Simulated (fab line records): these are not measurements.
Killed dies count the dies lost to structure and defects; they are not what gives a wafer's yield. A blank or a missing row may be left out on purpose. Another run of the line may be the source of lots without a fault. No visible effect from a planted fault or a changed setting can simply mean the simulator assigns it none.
A lot that was struck, set against a sound lot | flow nand-harc | 19 steps out of a route of 1302
Sound: these wafers, L431.1, L431.2, L431.3. Struck: wafers L423.1, L423.2, L423.5. Last of all comes the cause.
Per side, at each step with rows, come the tool, then ch with its chambers, and then its first start. Under that, the readings that differ: sound wafers | struck wafers | difference of the means | sigmas: that difference in standard deviations of wafers without a fault.
alike: same words and numbers on both sides, and readings whose means sit less than 2 such deviations apart. not compared: any withheld reading, any reading some wafer has no value for, any bound like >300 that may hide the same value, and any number with overlapping values for which the record gives no deviation.
The two part at a step that has a row with sigmas, a row that says differs or no value, or rows on one side only. Numbers that don't overlap but have no deviation are shown without sigmas and don't part them. A reading that every wafer of one side lacks parts them only if that side has two wafers or more.

NHARC_P_ZERO_WELL_CD_MEAS_11: target cd 500 nm.
  sound on cd-sem-01 ch 0, day 6 21:14; struck on cd-sem-01 ch 0, day 3 13:07
  alike: cd-nm
then, 1 step without rows for these wafers: NHARC_P_ZERO_WELL_HARDBAKE_12 (time 65 s).
NHARC_P_ZERO_WELL_DESCUM_13: chemistry O2, time 3 s.
  sound on rie-diel-09 ch 1,2,3, day 6 21:24; struck on rie-diel-02 ch 1,2,3, day 3 13:17
  alike: drypump-motor-current-A, oes-product-au, rf-vpp-V, showerhead-plenum-p-Torr, throttle-valve-pct
  not compared: rf-hours-counter-h
NHARC_P_ZERO_WELL_ETCH_65: etches the open film in N2/H2, target depth 80 nm, overetch 24 nm, time 87.88 s.
  sound on rie-diel-09 ch 1,2,3, day 6 21:29; struck on rie-diel-02 ch 1,3, day 3 13:23
  alike: drypump-motor-current-A, oes-product-au, rf-vpp-V, showerhead-plenum-p-Torr, throttle-valve-pct
  not compared: rf-hours-counter-h
NHARC_P_ZERO_WELL_ETCH_62: etches the open film in CHF3/Ar, target depth 13 nm, time 6.5 s.
  sound: rie-diel-09 ch 1,2,3; struck: rie-diel-02 ch 1,2
  alike: drypump-motor-current-A, oes-product-au, rf-vpp-V, showerhead-plenum-p-Torr, throttle-valve-pct
  not compared: rf-hours-counter-h
NHARC_P_ZERO_WELL_ETCH_63: etches the open film in HBr/Cl2, target depth 120 nm, time 40.1 s.
  sound on rie-si-01 ch 0,1,2, day 6 21:40; struck on rie-si-06 ch 1,2,3, day 3 13:36
  alike: drypump-motor-current-A, oes-product-au, throttle-valve-pct
  not compared: rf-hours-counter-h
then, 6 steps without rows for these wafers: NHARC_P_ZERO_WELL_STRIP_15 (strips in SPM, time 900 s); NHARC_P_ZERO_WELL_DEHYDRATE_16 (time 120 s); NHARC_P_ZERO_WELL_HMDS_17 (time 30 s); NHARC_P_ZERO_WELL_COAT_18; NHARC_P_ZERO_WELL_SOFTBAKE_19 (time 95 s); NHARC_P_ZERO_WELL_EBR_20.
NHARC_P_ZERO_WELL_EXPOSE_21: exposes mask P NWELL, target cd 720 nm.
  sound on krf-scanner-03 ch 0, day 6 22:18; struck on krf-scanner-03 ch 0, day 3 14:20
  reading | sound                         | struck                                 | difference | sigmas
  mask    | P_NWELL#0 P_NWELL#0 P_NWELL#0 | P_NWELL_R1#0 P_NWELL_R1#0 P_NWELL_R1#0 | differs    |
then, 2 steps without rows for these wafers: NHARC_P_ZERO_WELL_PEB_22 (peb time 85 s); NHARC_P_ZERO_WELL_DEVELOP_23 (time 70 s).
NHARC_P_ZERO_WELL_CD_MEAS_24: target cd 720 nm.
  sound on cd-sem-01 ch 0, day 6 22:28; struck on cd-sem-03 ch 0, day 3 14:29
  reading    | sound             | struck            | difference | sigmas
  cd-nm (nm) | 720.4 721.1 720.7 | 707.5 708.1 709.2 | -12.5      | -7
then, 1 step without rows for these wafers: NHARC_P_ZERO_WELL_HARDBAKE_25 (time 80 s).
NHARC_P_ZERO_WELL_DESCUM_26: chemistry O2, time 3 s.
  sound on rie-diel-08 ch 0,2,3, day 6 22:37; struck on rie-diel-08 ch 1,2,3, day 3 14:40
  reading                      | sound           | struck            | difference | sigmas
  model.P_ZERO_WELL.cd-nm (nm) | 720.7 720.9 721 | 707.6 708.3 709.2 | -12.5      |
  alike: drypump-motor-current-A, oes-product-au, rf-vpp-V, showerhead-plenum-p-Torr, throttle-valve-pct
  not compared: rf-hours-counter-h
then, 1 step without rows for these wafers: NHARC_P_ZERO_WELL_IMPLANT_27.

WHERE THEY PART
Earliest at NHARC_P_ZERO_WELL_EXPOSE_21; latest, in this record, at NHARC_P_ZERO_WELL_CD_MEAS_24. Later steps at which nothing parts them and some readings are alike: NHARC_P_ZERO_WELL_DESCUM_26.

WHY: what had been put in by the simulator
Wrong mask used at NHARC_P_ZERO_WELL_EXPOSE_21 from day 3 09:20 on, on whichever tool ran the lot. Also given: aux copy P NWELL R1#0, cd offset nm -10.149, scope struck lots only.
